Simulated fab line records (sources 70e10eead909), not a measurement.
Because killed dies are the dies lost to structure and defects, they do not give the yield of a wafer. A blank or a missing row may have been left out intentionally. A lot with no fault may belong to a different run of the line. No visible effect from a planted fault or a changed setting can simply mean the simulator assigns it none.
Comparing a struck lot with a sound one | flow nand-harc | 14 out of 1302 route steps
Sound: these wafers, L867.3, L867.5, L867.6. Struck: wafer L873.1. (L873.2, L873.4 of the same lot were not struck and are left out.) The cause comes at the end.
Order at every step that has rows: each side's tool, ch and its chambers, its first start. Under that, the readings that differ: sound wafers | struck wafers | difference of the means | sigmas: that difference in standard deviations of wafers without a fault.
alike: same words and numbers on both sides, and readings whose means sit less than 2 such deviations apart. not compared: any withheld reading, any reading some wafer has no value for, any bound like >300 that may hide the same value, and any number with overlapping values for which the record gives no deviation.
A row with sigmas, a row that says differs or no value, or rows on one side alone: a step with any of these is where the two part. Numbers that don't overlap but have no deviation are shown without sigmas and don't part them. Lack of a reading on every wafer of one side parts them only where that side has two or more wafers.

first, 7 steps without rows for these wafers: NHARC_A_STAIRCASE_SOFTBAKE_179 (time 170 s); NHARC_A_STAIRCASE_EBR_180; NHARC_A_STAIRCASE_EXPOSE_181 (exposes mask STAIR 2); NHARC_A_STAIRCASE_PEB_182 (peb time 130 s); NHARC_A_STAIRCASE_DEVELOP_183 (time 140 s); NHARC_A_STAIRCASE_HARDBAKE_185 (time 140 s); NHARC_A_STAIRCASE_DESCUM_186 (chemistry O2, time 3 s).
NHARC_A_STAIRCASE_TRIM_187: chemistry O2, time 211.2 s.
  sound on rie-diel-12 ch 0,1,3, day 18 19:22; struck on rie-diel-12 ch 3, day 20 23:47
  alike: drypump-motor-current-A, oes-product-au, rf-vpp-V, run-length-s, showerhead-plenum-p-Torr, throttle-valve-pct
  not compared: rf-hours-counter-h
NHARC_A_STAIRCASE_ETCH_188: etches the open film in C4F8/O2, target depth 100 nm, time 40.5 s.
  sound on rie-diel-12 ch 0,1,3; struck on rie-diel-12 ch 2
  reading               | sound             | struck | difference | sigmas
  oes-product-au (a.u.) | 0.937 0.925 0.918 | 0.959  | +0.032     | +2
  alike: rf-vpp-V
  not compared: rf-hours-counter-h
NHARC_A_STAIRCASE_TRIM_189: chemistry O2, time 211.2 s.
  sound on rie-diel-12 ch 0,2,3; struck on rie-diel-12 ch 0
  alike: drypump-motor-current-A, oes-product-au, rf-vpp-V, run-length-s, showerhead-plenum-p-Torr, throttle-valve-pct
  not compared: rf-hours-counter-h
NHARC_A_STAIRCASE_ETCH_190: etches the open film in C4F8/O2, target depth 100 nm, time 40.5 s.
  sound on rie-diel-12 ch 0,2,3; struck on rie-diel-12 ch 2
  reading               | sound             | struck | difference | sigmas
  oes-product-au (a.u.) | 0.932 0.919 0.927 | 0.969  | +0.043     | +4
  alike: rf-vpp-V
  not compared: rf-hours-counter-h
NHARC_A_STAIRCASE_TRIM_191: chemistry O2, time 211.2 s.
  sound on rie-diel-12 ch 0,1,3, day 18 19:54; struck on rie-diel-12 ch 0, day 21 00:15
  reading          | sound             | struck | difference | sigmas
  run-length-s (s) | 232.3 232.6 232.6 | 316.9  | +84.4      | +99 or more
  alike: drypump-motor-current-A, oes-product-au, rf-vpp-V, showerhead-plenum-p-Torr, throttle-valve-pct
  not compared: rf-hours-counter-h
NHARC_A_STAIRCASE_ETCH_192: etches the open film in C4F8/O2, target depth 100 nm, time 40.5 s.
  sound on rie-diel-12 ch 0,1,2; struck on rie-diel-12 ch 2
  alike: oes-product-au, rf-vpp-V
  not compared: rf-hours-counter-h
-- break in the record here, with 8 days between the starts of the struck wafers on either side (left off in module A_STAIRCASE, picked up again in module END, where the first step shown is number 1302 on the route) --
NHARC_END_SORT_01:
  at this point the record logs the struck wafers (prober-02 ch 0, day 29 10:10) and has no rows for the sound ones

== WHERE THEY PART ==
First at NHARC_A_STAIRCASE_ETCH_188; last, within this record, at NHARC_END_SORT_01.

WHY: the cause the simulator had injected
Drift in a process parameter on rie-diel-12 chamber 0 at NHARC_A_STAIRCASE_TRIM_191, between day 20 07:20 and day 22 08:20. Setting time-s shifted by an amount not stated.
